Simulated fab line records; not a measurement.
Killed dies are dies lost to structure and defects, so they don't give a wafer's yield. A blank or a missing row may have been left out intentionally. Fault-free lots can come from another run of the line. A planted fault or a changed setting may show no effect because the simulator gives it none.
fab line records ; flow n5_finfet ; part 1 of 2: steps 1 to 24 of 35
[record] lots = 5; wafers = 15; last_day = 16
route steps=1938 shown BEOL_M2@926 BEOL_M3@931
lots untouched by any fault: they come from a run of this same line in which no faults occurred
start_h: the number of hours between the record's first day and the start of the first shown wafer of the lot ; wait_h: hours elapsed since this lot's preceding step ; " same as the row above ; L1.1+2: a single row standing in for several wafers ; - value missing, or start not given ; * or withheld: withheld ; < > ~ a bound
route shown NAME@n: names a module that has steps shown in the file, with the first one's number in the route ; usual: mean/standard deviation taken from wafers without a fault ; same: alike in all rows ; chamber/n: place in a boat ; sites: per-site readings ; _std_site: the standard deviation of these ; _edge_site: outer sites' mean less inner sites' ; radius_mm: how far each site lies from the wafer's centre ; mask NAME#n: copy n ; behind: the tool/chamber that last shaped the wafer ; hold: reason for holding the lot/hours on hold/outcome of the hold ; device: which transistor (n, p or np) failed to switch ; end of line: tests of these same wafers at the route's end ; step lacking rows: just its recipe ; killed: not the wafer's yield, but the dies lost to structure and defects at the first sort ; map: per-die view of a wafer (x killed, . not killed, _ where there is no die)
set.NAME: setting as actually run; set.NAME@STEP: the setting as run at that earlier step ; model.NAME: the simulator's own value behind a step, which no gauge read
lots seen at some steps along the route; tables by step, rows by wafer
services: a tool's chamber out of use, with start hour (start_h, from the record's first day; less than 0 if before it), hours out, and reason
[[steps]]
[step N5_BEOL_M2_CO_CAP_55]
[recipe] material = Co; target_thk_a = 20; temp_c = 200; precursor = CCTBA/H2; pressure_torr = 30; time_s = 102.1
[usual] heater_power_w = 252/19
lot.wafer;tool;chamber;start_h;wait_h;heater_power_w
L076.2;cvd_co-01;1;161.74;0.0;272
L076.4;cvd_co-01;0;161.74;0.0;248
L076.5;cvd_co-01;2;161.74;0.0;250
L079.1;cvd_co-01;1;184.47;0.0;271
L079.2;cvd_co-01;0;184.47;0.0;246
L079.5;cvd_co-01;2;184.47;0.0;253
L084.3;cvd_co-01;0;204.50;0.0;241
L084.4;cvd_co-01;0;204.50;0.0;241
L084.5;cvd_co-01;2;204.50;0.0;249
L088.1;cvd_co-01;0;239.57;0.0;247
L088.4;cvd_co-01;0;239.57;0.0;241
L088.6;cvd_co-01;2;239.57;0.0;253
L089.1;cvd_co-01;0;245.91;0.0;240
L089.5;cvd_co-01;0;245.91;0.0;248
L089.6;cvd_co-01;1;245.91;0.0;272
[step N5_BEOL_M2_PRE_CLEAN_56]
[recipe] gas = NH3; time_s = 15; temp_c = withheld; rf_power_w = 300
lot.wafer;tool;chamber;start_h;wait_h
L076.2+4+5;pecvd-04;0,2,0;161.83;0.1
L079.1+2+5;pecvd-03;2,1,0;184.56;0.1
L084.3+4+5;pecvd-04;2,0,2;204.59;0.1
L088.1+4+6;pecvd-03;0,1,2;239.66;0.1
L089.1+5+6;pecvd-01;1,1,2;246.00;0.1
[step N5_BEOL_M2_DEP_57]
[recipe] material = SiCN; target_thk_a = 80; temp_c = withheld; precursor = 3MS/NH3; pressure_torr = 3; rf_w = 202; time_s = 14
[usual] showerhead_plenum_p_Torr = 3.667/0.013; throttle_valve_pct = 9.2/0.57
lot.wafer;tool;chamber;start_h;wait_h;showerhead_plenum_p_Torr;throttle_valve_pct
L076.2;pecvd-04;0;161.86;0.0;3.671;9.2
L076.4;pecvd-04;2;161.86;0.0;3.673;8.8
L076.5;pecvd-04;0;161.86;0.0;3.661;9.1
L079.1;pecvd-03;2;184.58;0.0;3.669;9.4
L079.2;pecvd-03;1;184.58;0.0;3.677;9.1
L079.5;pecvd-03;0;184.58;0.0;3.668;8.7
L084.3;pecvd-04;2;204.62;0.0;3.667;9.1
L084.4;pecvd-04;0;204.62;0.0;3.668;9.3
L084.5;pecvd-04;2;204.62;0.0;3.667;9.2
L088.1;pecvd-03;0;239.69;0.0;3.667;8.5
L088.4;pecvd-03;1;239.69;0.0;3.670;8.8
L088.6;pecvd-03;2;239.69;0.0;3.674;8.7
L089.1;pecvd-01;1;246.02;0.0;3.653;9.3
L089.5;pecvd-01;1;246.02;0.0;3.647;9.3
L089.6;pecvd-01;2;246.02;0.0;3.656;8.6
[step N5_BEOL_M2_RS_MEAS_58]
[recipe] thk_meas_gauge = four-point-probe; reads = Co_of_BEOL_M2_CO_CAP_55+Cu_of_BEOL_M2_ECD_50+Co_of_BEOL_M2_CVD_47+TaN_of_BEOL_M2_ALD_84
[usual] M2_RS = 0.69/0.042
lot.wafer;tool;chamber;start_h;wait_h;M2_RS[ohm/sq]
L076.2;film_metro-01;-;161.93;0.1;0.73
L076.4;film_metro-01;-;161.93;0.1;0.68
L076.5;film_metro-01;-;161.93;0.1;0.65
L079.1;film_metro-01;-;184.65;0.0;0.69
L079.2;film_metro-01;-;184.65;0.0;0.73
L079.5;film_metro-01;-;184.65;0.0;0.74
L084.3;film_metro-01;-;204.69;0.1;0.72
L084.4;film_metro-01;-;204.69;0.1;0.64
L084.5;film_metro-01;-;204.69;0.1;0.70
L088.1;film_metro-01;-;239.75;0.0;0.75
L088.4;film_metro-01;-;239.75;0.0;0.74
L088.6;film_metro-01;-;239.75;0.0;0.80
L089.1;film_metro-01;-;246.09;0.0;0.67
L089.5;film_metro-01;-;246.09;0.0;0.69
L089.6;film_metro-01;-;246.09;0.0;0.71
[step N5_BEOL_M2_INSPECT_59]
[recipe] inspect_instrument = darkfield; mode = post_dep
[usual] raw_defect_count = 73/23
lot.wafer;tool;chamber;start_h;wait_h;raw_defect_count
L076.2;defect_inspect-02;-;161.95;0.0;101
L076.4;defect_inspect-02;-;161.95;0.0;82
L076.5;defect_inspect-02;-;161.95;0.0;68
L079.1;defect_inspect-02;-;184.67;0.0;89
L079.2;defect_inspect-02;-;184.67;0.0;53
L079.5;defect_inspect-02;-;184.67;0.0;75
L084.3;defect_inspect-01;-;204.71;0.0;45
L084.4;defect_inspect-01;-;204.71;0.0;85
L084.5;defect_inspect-01;-;204.71;0.0;76
L088.1;defect_inspect-01;-;239.78;0.0;68
L088.4;defect_inspect-01;-;239.78;0.0;61
L088.6;defect_inspect-01;-;239.78;0.0;52
L089.1;defect_inspect-02;-;246.12;0.0;53
L089.5;defect_inspect-02;-;246.12;0.0;51
L089.6;defect_inspect-02;-;246.12;0.0;93
[step N5_BEOL_M3_ILD_DEP_00]
[recipe] material = SiOC; target_thk_a = 790; temp_c = 350; precursor = DEMS/O2; pressure_torr = 5; rf_w = 500; time_s = 15.3
[usual] heater_power_w = 480/84; showerhead_plenum_p_Torr = 5.699/0.012; throttle_valve_pct = 11.9/0.74
lot.wafer;tool;chamber;start_h;wait_h;heater_power_w;showerhead_plenum_p_Torr;throttle_valve_pct
L076.2;pecvd-04;2;161.99;0.0;566;5.698;12.1
L076.4;pecvd-04;0;161.99;0.0;445;5.680;12.2
L076.5;pecvd-04;1;161.99;0.0;399;5.716;13.9
L079.1;pecvd-02;1;184.71;0.0;537;5.682;11.7
L079.2;pecvd-02;0;184.71;0.0;468;5.694;11.5
L079.5;pecvd-02;2;184.71;0.0;413;5.706;11.1
L084.3;pecvd-02;2;204.75;0.0;326;5.707;11.1
L084.4;pecvd-02;2;204.75;0.0;332;5.691;11.3
L084.5;pecvd-02;0;204.75;0.0;493;5.699;11.8
L088.1;pecvd-02;0;239.82;0.0;551;5.698;11.6
L088.4;pecvd-02;0;239.82;0.0;563;5.697;11.7
L088.6;pecvd-02;2;239.82;0.0;320;5.705;11.3
L089.1;pecvd-03;0;246.15;0.0;438;5.697;11.4
L089.5;pecvd-03;0;246.15;0.0;452;5.690;11.2
L089.6;pecvd-03;2;246.15;0.0;391;5.702;11.2
[step N5_BEOL_M3_THK_MEAS_01]
[recipe] reads = SiOC_of_BEOL_M3_ILD_DEP_00
[usual] M3_ILD_THK = 79.2/1
lot.wafer;tool;chamber;start_h;wait_h;M3_ILD_THK[nm]
L076.2;film_metro-01;-;162.06;0.1;78.7
L076.4;film_metro-01;-;162.06;0.1;80.1
L076.5;film_metro-01;-;162.06;0.1;80.9
L079.1;film_metro-01;-;184.78;0.0;77.4
L079.2;film_metro-01;-;184.78;0.0;77.7
L079.5;film_metro-01;-;184.78;0.0;81.3
L084.3;film_metro-01;-;204.82;0.1;78.5
L084.4;film_metro-01;-;204.82;0.1;80.7
L084.5;film_metro-01;-;204.82;0.1;78.8
L088.1;film_metro-02;-;239.90;0.1;78.2
L088.4;film_metro-02;-;239.90;0.1;79.5
L088.6;film_metro-02;-;239.90;0.1;79.5
L089.1;film_metro-02;-;246.22;0.0;79.0
L089.5;film_metro-02;-;246.22;0.0;80.5
L089.6;film_metro-02;-;246.22;0.0;80.2
[step N5_BEOL_M3_PECVD_72]
[recipe] material = SiO2; target_thk_a = 160; temp_c = 400; precursor = TEOS/O2; pressure_torr = 5.5; rf_w = 450; teos_flow_sccm = 53.8; gas = O2; flow_sccm = 3000; time_s = 18
[usual] heater_power_w = 700/120; showerhead_plenum_p_Torr = 8.80/0.05; throttle_valve_pct = 22.6/1.6
lot.wafer;tool;chamber;start_h;wait_h;heater_power_w;showerhead_plenum_p_Torr;throttle_valve_pct
L076.2;pecvd-04;1;162.09;0.0;659;8.89;25.9
L076.4;pecvd-04;0;162.09;0.0;665;8.78;22.6
L076.5;pecvd-04;1;162.09;0.0;656;8.92;26.3
L079.1;pecvd-03;2;184.82;0.0;445;8.84;22.9
L079.2;pecvd-03;1;184.82;0.0;782;8.81;22.0
L079.5;pecvd-03;0;184.82;0.0;743;8.78;20.8
L084.3;pecvd-03;1;204.87;0.1;917;8.79;22.2
L084.4;pecvd-03;0;204.87;0.1;734;8.76;20.9
L084.5;pecvd-03;1;204.87;0.1;912;8.79;22.1
L088.1;pecvd-04;2;239.94;0.0;880;8.79;22.5
L088.4;pecvd-04;0;239.94;0.0;622;8.77;22.8
L088.6;pecvd-04;1;239.94;0.0;653;8.93;26.3
L089.1;pecvd-02;0;246.26;0.0;675;8.80;21.4
L089.5;pecvd-02;2;246.26;0.0;594;8.81;21.3
L089.6;pecvd-02;0;246.26;0.0;677;8.81;21.9
[step N5_BEOL_M3_HM_DEP_02]
[recipe] material = TiN; target_thk_a = 200; temp_c = 25; chamber_pressure_pa = 0.49996
[usual] throttle_valve_pct = 29.8/0.99
lot.wafer;tool;chamber;start_h;wait_h;throttle_valve_pct
L076.2;pvd_sputter-03;-;162.79;0.7;30.0
L076.4;pvd_sputter-03;-;162.79;0.7;30.1
L076.5;pvd_sputter-03;-;162.79;0.7;29.7
L079.1;pvd_sputter-01;-;186.23;1.4;29.3
L079.2;pvd_sputter-01;-;186.23;1.4;30.8
L079.5;pvd_sputter-01;-;186.23;1.4;30.6
L084.3;pvd_sputter-01;-;206.96;2.1;29.2
L084.4;pvd_sputter-01;-;206.96;2.1;31.8
L084.5;pvd_sputter-01;-;206.96;2.1;31.8
L088.1;pvd_sputter-02;-;240.36;0.4;30.0
L088.4;pvd_sputter-02;-;240.36;0.4;28.0
L088.6;pvd_sputter-02;-;240.36;0.4;29.0
L089.1;pvd_sputter-03;-;246.35;0.1;28.4
L089.5;pvd_sputter-03;-;246.35;0.1;28.7
L089.6;pvd_sputter-03;-;246.35;0.1;30.2
[step N5_BEOL_M3_COAT_61]
[recipe] resist = SOC; temp_c = 250; time_s = 60; spin_rpm = 1500; resist_thk_nm = 60
lot.wafer;tool;chamber;start_h;wait_h
L076.2+4+5;litho_track-02;0;162.91;0.1
L079.1+2+5;litho_track-02;0;186.36;0.1
L084.3+4+5;litho_track-02;0;207.08;0.1
L088.1+4+6;litho_track-01;0;241.93;1.5
L089.1+5+6;litho_track-01;0;246.47;0.1
[step N5_BEOL_M3_COAT_62]
[recipe] resist = SiARC; temp_c = 220; time_s = 60; spin_rpm = 1500; resist_thk_nm = 12
lot.wafer;tool;chamber;start_h;wait_h
L076.2+4+5;litho_track-02;0;-;-
L079.1+2+5;litho_track-02;0;-;-
L084.3+4+5;litho_track-02;0;-;-
L088.1+4+6;litho_track-01;0;-;-
L089.1+5+6;litho_track-01;0;-;-
[step N5_BEOL_M3_COAT_73]
[recipe] resist = underlayer; temp_c = 205; time_s = 60; spin_rpm = 1500; resist_thk_nm = 5
lot.wafer;tool;chamber;start_h;wait_h
L076.2+4+5;litho_track-02;0;-;-
L079.1+2+5;litho_track-02;0;-;-
L084.3+4+5;litho_track-02;0;-;-
L088.1+4+6;litho_track-01;0;-;-
L089.1+5+6;litho_track-01;0;-;-
[step N5_BEOL_M3_COAT_05]
[recipe] resist = CAR-EUV; spin_rpm = 1500; resist_thk_nm = 30
lot.wafer;tool;chamber;start_h;wait_h
L076.2+4+5;litho_track-02;0;-;-
L079.1+2+5;litho_track-02;0;-;-
L084.3+4+5;litho_track-02;0;-;-
L088.1+4+6;litho_track-01;0;-;-
L089.1+5+6;litho_track-01;0;-;-
[step N5_BEOL_M3_EBR_07]
[recipe] solvent = PGMEA; ebr_width_mm = 1.5
[same] ebr_width_mm = 1.5
lot.wafer;tool;chamber;start_h;wait_h
L076.2+4+5;litho_track-02;0;-;-
L079.1+2+5;litho_track-02;0;-;-
L084.3+4+5;litho_track-02;0;-;-
L088.1+4+6;litho_track-01;0;-;-
L089.1+5+6;litho_track-01;0;-;-
[step N5_BEOL_M3_SOFTBAKE_06]
[recipe] temp_c = 110; time_s = 60; resist = CAR-EUV
lot.wafer;tool;chamber;start_h;wait_h
L076.2+4+5;litho_track-02;0;-;-
L079.1+2+5;litho_track-02;0;-;-
L084.3+4+5;litho_track-02;0;-;-
L088.1+4+6;litho_track-01;0;-;-
L089.1+5+6;litho_track-01;0;-;-
[step N5_BEOL_M3_EXPOSE_08]
[recipe] mask_id = M3; na = 0.33; source_shape = dipole; sigma_inner = 0.369; sigma_outer = 0.767; polarization = unpolarized; dose_mj = 33
lot.wafer;tool;chamber;start_h;wait_h;mask
L076.2+4+5;euv_scanner-01;0;163.18;-;M3#0
L079.1+2+5;euv_scanner-02;0;186.62;-;M3#0
L084.3+4+5;euv_scanner-02;0;207.23;-;M3#0
L088.1+4+6;euv_scanner-01;0;242.26;-;M3#0
L089.1+5+6;euv_scanner-01;0;246.61;-;M3#0
[step N5_BEOL_M3_PEB_09]
[recipe] peb_temp_c = 100; peb_time_s = 60; resist = CAR-EUV
lot.wafer;tool;chamber;start_h;wait_h
L076.2+4+5;litho_track-03;0;163.23;0.0
L079.1+2+5;litho_track-02;0;186.68;0.1
L084.3+4+5;litho_track-03;0;207.28;0.0
L088.1+4+6;litho_track-01;0;242.32;0.1
L089.1+5+6;litho_track-01;0;246.67;0.1
[step N5_BEOL_M3_DEVELOP_10]
[recipe] develop_time_s = 30; developer = TMAH; resist = CAR-EUV; rinse_liquid = surfactant_rinse; dry = air_spin; dev_temp_c = 23
[usual] developer_temp_C = 23.00/0.093
lot.wafer;tool;chamber;start_h;wait_h;developer_temp_C
L076.2;litho_track-03;0;-;-;22.78
L076.4;litho_track-03;0;-;-;22.99
L076.5;litho_track-03;0;-;-;22.84
L079.1;litho_track-02;0;-;-;23.14
L079.2;litho_track-02;0;-;-;23.04
L079.5;litho_track-02;0;-;-;23.03
L084.3;litho_track-03;0;-;-;23.00
L084.4;litho_track-03;0;-;-;22.90
L084.5;litho_track-03;0;-;-;23.00
L088.1;litho_track-01;0;-;-;23.00
L088.4;litho_track-01;0;-;-;23.00
L088.6;litho_track-01;0;-;-;23.01
L089.1;litho_track-01;0;-;-;22.98
L089.5;litho_track-01;0;-;-;23.09
L089.6;litho_track-01;0;-;-;23.11
[step N5_BEOL_M3_CD_MEAS_11]
[recipe] target_cd_nm = 17.05; landing_energy_ev = 500; detector = se_inlens; polarity = opening
[usual] cd_nm = 17.01/0.25
lot.wafer;tool;chamber;start_h;wait_h;cd_nm
L076.2;cd_sem-01;0;163.30;-;17.30
L076.4;cd_sem-01;0;163.30;-;17.21
L076.5;cd_sem-01;0;163.30;-;16.96
L079.1;cd_sem-01;0;186.75;-;17.13
L079.2;cd_sem-01;0;186.75;-;17.28
L079.5;cd_sem-01;0;186.75;-;17.21
L084.3;cd_sem-01;0;207.35;-;16.98
L084.4;cd_sem-01;0;207.35;-;17.23
L084.5;cd_sem-01;0;207.35;-;17.04
L088.1;cd_sem-01;0;242.39;-;17.07
L088.4;cd_sem-01;0;242.39;-;16.68
L088.6;cd_sem-01;0;242.39;-;16.84
L089.1;cd_sem-01;0;246.74;-;16.69
L089.5;cd_sem-01;0;246.74;-;17.24
L089.6;cd_sem-01;0;246.74;-;16.72
[step N5_BEOL_M3_OVL_MEAS_12]
[recipe] points_per_wafer = 522
[usual] M3_OVL = -0.6/0.7
lot.wafer;tool;chamber;start_h;wait_h;M3_OVL[nm]
L076.2;overlay-01;0;163.34;0.0;-0.3
L076.4;overlay-01;0;163.34;0.0;-0.7
L076.5;overlay-01;0;163.34;0.0;-0.1
L079.1;overlay-02;0;186.78;0.0;0.0
L079.2;overlay-02;0;186.78;0.0;-0.8
L079.5;overlay-02;0;186.78;0.0;-1.0
L084.3;overlay-01;0;207.39;0.0;0.3
L084.4;overlay-01;0;207.39;0.0;0.2
L084.5;overlay-01;0;207.39;0.0;0.0
L088.1;overlay-02;0;242.42;0.0;1.3
L088.4;overlay-02;0;242.42;0.0;0.8
L088.6;overlay-02;0;242.42;0.0;0.6
L089.1;overlay-02;0;246.77;0.0;-1.0
L089.5;overlay-02;0;246.77;0.0;-1.3
L089.6;overlay-02;0;246.77;0.0;-0.3
[step N5_BEOL_M3_INSPECT_13]
[recipe] mode = adi; inspect_instrument = brightfield
[usual] raw_defect_count = 410/88
lot.wafer;tool;chamber;start_h;wait_h;raw_defect_count
L076.2;defect_inspect-01;-;163.39;0.0;436
L076.4;defect_inspect-01;-;163.39;0.0;396
L076.5;defect_inspect-01;-;163.39;0.0;374
L079.1;defect_inspect-02;-;186.84;0.1;462
L079.2;defect_inspect-02;-;186.84;0.1;394
L079.5;defect_inspect-02;-;186.84;0.1;393
L084.3;defect_inspect-02;-;207.44;0.0;306
L084.4;defect_inspect-02;-;207.44;0.0;691
L084.5;defect_inspect-02;-;207.44;0.0;433
L088.1;defect_inspect-02;-;242.48;0.1;470
L088.4;defect_inspect-02;-;242.48;0.1;652
L088.6;defect_inspect-02;-;242.48;0.1;412
L089.1;defect_inspect-02;-;246.83;0.1;329
L089.5;defect_inspect-02;-;246.83;0.1;395
L089.6;defect_inspect-02;-;246.83;0.1;370
[step N5_BEOL_M3_DESCUM_16]
[recipe] chemistry = O2; time_s = 7; source_power_w = 50; bias_power_w = 20; pressure_mtorr = 20; rf_frequency_hz = 2.712e+07; temp_c = 40; resist = CAR-EUV; o2_flow_sccm = 225
[usual] drypump_motor_current_A = 5.9/0.34; oes_product_au = 0.81/0.095; rf_vpp_V = 243.4/1.4; showerhead_plenum_p_Torr = 2.11/0.084; throttle_valve_pct = 20.42/0.21
lot.wafer;tool;chamber;start_h;wait_h;drypump_motor_current_A;oes_product_au;rf_hours_counter_h;rf_vpp_V;showerhead_plenum_p_Torr;throttle_valve_pct
L076.2;rie_diel-02;3;163.42;0.0;5.9;0.91;29;244.1;2.15;20.41
L076.4;rie_diel-02;0;163.42;0.0;6.5;0.71;-;240.4;1.97;20.40
L076.5;rie_diel-02;3;163.42;0.0;5.9;0.91;-;244.2;2.15;20.40
L079.1;rie_diel-02;0;186.87;0.0;6.5;0.70;225;241.4;1.96;20.39
L079.2;rie_diel-02;3;186.87;0.0;5.9;0.89;38;243.5;2.15;20.41
L079.5;rie_diel-02;0;186.87;0.0;6.5;0.69;-;241.3;1.96;20.40
L084.3;rie_diel-02;0;207.47;0.0;6.5;0.70;232;240.6;1.96;20.41
L084.4;rie_diel-02;2;207.47;0.0;5.2;0.90;32;243.1;2.13;20.35
L084.5;rie_diel-02;3;207.47;0.0;5.9;0.88;-;245.2;2.15;20.41
L088.1;rie_diel-06;3;242.65;0.2;5.9;0.82;87;242.5;2.02;20.77
L088.4;rie_diel-06;0;242.65;0.2;5.9;0.85;48;244.7;2.15;20.20
L088.6;rie_diel-06;0;242.65;0.2;5.9;0.86;-;245.8;2.15;20.20
L089.1;rie_diel-04;1;246.86;0.0;5.8;0.65;267;241.6;2.04;20.63
L089.5;rie_diel-04;1;246.86;0.0;5.8;0.66;-;242.2;2.04;20.62
L089.6;rie_diel-04;2;246.86;0.0;5.4;0.76;-;244.5;2.21;20.67
[step N5_BEOL_M3_ETCH_74]
[recipe] chemistry = N2/H2; target = underlayer; target_depth_a = 65; mask_material = CAR-EUV; time_s = 5.2; ion_energy_ev = 200; pressure_mtorr = 30; source_w = 840; bias_w = 150; n2_flow_sccm = 200; h2_flow_sccm = 200; ends = cleared
[usual] drypump_motor_current_A = 5.9/0.34; etch_rf_on_time_s = 5.25/0.16; oes_product_au = 0.69/0.083; rf_vpp_V = 524.6/2.7; showerhead_plenum_p_Torr = 2.56/0.095; throttle_valve_pct = 17.88/0.26
lot.wafer;tool;chamber;start_h;wait_h;drypump_motor_current_A;etch_rf_on_time_s;oes_product_au;rf_hours_counter_h;rf_vpp_V;showerhead_plenum_p_Torr;throttle_valve_pct
L076.2;rie_diel-02;3;163.46;0.0;5.9;5.24;0.77;29;524.1;2.60;17.75
L076.4;rie_diel-02;0;163.46;0.0;6.5;5.29;0.61;-;522.0;2.40;18.01
L076.5;rie_diel-02;3;163.46;0.0;5.9;5.24;0.76;-;524.4;2.60;17.73
L079.1;rie_diel-02;0;186.91;0.0;6.5;5.39;0.59;225;521.3;2.40;18.02
L079.2;rie_diel-02;3;186.91;0.0;5.9;5.27;0.75;38;526.9;2.60;17.77
L079.5;rie_diel-02;0;186.91;0.0;6.5;5.36;0.60;-;521.3;2.40;18.01
L084.3;rie_diel-02;0;207.50;0.0;6.5;5.29;0.59;232;521.4;2.39;18.01
L084.4;rie_diel-02;2;207.50;0.0;5.2;5.29;0.76;32;522.3;2.60;17.83
L084.5;rie_diel-02;3;207.50;0.0;5.9;5.24;0.76;-;528.0;2.59;17.77
L088.1;rie_diel-06;3;242.69;0.0;5.9;5.28;0.70;87;522.7;2.47;18.32
L088.4;rie_diel-06;0;242.69;0.0;5.9;5.10;0.74;48;525.5;2.58;17.42
L088.6;rie_diel-06;0;242.69;0.0;5.9;5.05;0.74;-;522.8;2.58;17.40
L089.1;rie_diel-04;1;246.90;0.0;5.7;5.14;0.56;267;522.0;2.51;18.21
L089.5;rie_diel-04;1;246.90;0.0;5.8;5.21;0.56;-;520.7;2.51;18.22
L089.6;rie_diel-04;2;246.90;0.0;5.4;5.11;0.66;-;528.5;2.67;17.94
[step N5_BEOL_M3_ETCH_63]
[recipe] chemistry = CF4; target = SiARC; target_depth_a = 156; mask_material = CAR-EUV; time_s = 26; ion_energy_ev = 80; pressure_mtorr = 40; source_w = 545; bias_w = 36; Ar_flow_sccm = 100; cf4_flow_sccm = 100; ends = cleared
[usual] drypump_motor_current_A = 5.9/0.34; etch_rf_on_time_s = 26.3/0.77; oes_product_au = 0.69/0.084; rf_vpp_V = 184.1/1.2; showerhead_plenum_p_Torr = 2.16/0.076; throttle_valve_pct = 15.59/0.22
lot.wafer;tool;chamber;start_h;wait_h;drypump_motor_current_A;etch_rf_on_time_s;oes_product_au;rf_hours_counter_h;rf_vpp_V;showerhead_plenum_p_Torr;throttle_valve_pct
L076.2;rie_diel-02;3;163.47;0.0;5.9;26.1;0.78;29;184.0;2.19;15.49
L076.4;rie_diel-02;0;163.47;0.0;6.5;26.4;0.60;-;182.1;2.04;15.76
L076.5;rie_diel-02;3;163.47;0.0;5.9;25.8;0.78;-;185.0;2.19;15.48
L079.1;rie_diel-02;0;186.92;0.0;6.5;26.8;0.59;225;182.1;2.04;15.78
L079.2;rie_diel-02;3;186.92;0.0;5.9;26.4;0.76;38;186.1;2.19;15.52
L079.5;rie_diel-02;0;186.92;0.0;6.5;26.7;0.60;-;183.4;2.04;15.80
L084.3;rie_diel-02;0;207.52;0.0;6.5;26.6;0.60;232;183.6;2.03;15.81
L084.4;rie_diel-02;2;207.52;0.0;5.3;26.8;0.77;32;184.8;2.18;15.47
L084.5;rie_diel-02;3;207.52;0.0;5.9;26.3;0.75;-;183.6;2.19;15.54
L088.1;rie_diel-06;3;242.71;0.0;5.8;26.6;0.69;87;183.3;2.07;15.84
L088.4;rie_diel-06;0;242.71;0.0;5.9;24.9;0.75;48;184.0;2.19;15.30
L088.6;rie_diel-06;0;242.71;0.0;5.9;25.1;0.75;-;183.7;2.19;15.29
L089.1;rie_diel-04;1;246.91;0.0;5.8;26.2;0.56;267;183.7;2.11;15.93
L089.5;rie_diel-04;1;246.91;0.0;5.8;26.1;0.56;-;184.2;2.11;15.95
L089.6;rie_diel-04;2;246.91;0.0;5.4;25.8;0.65;-;185.2;2.25;15.79
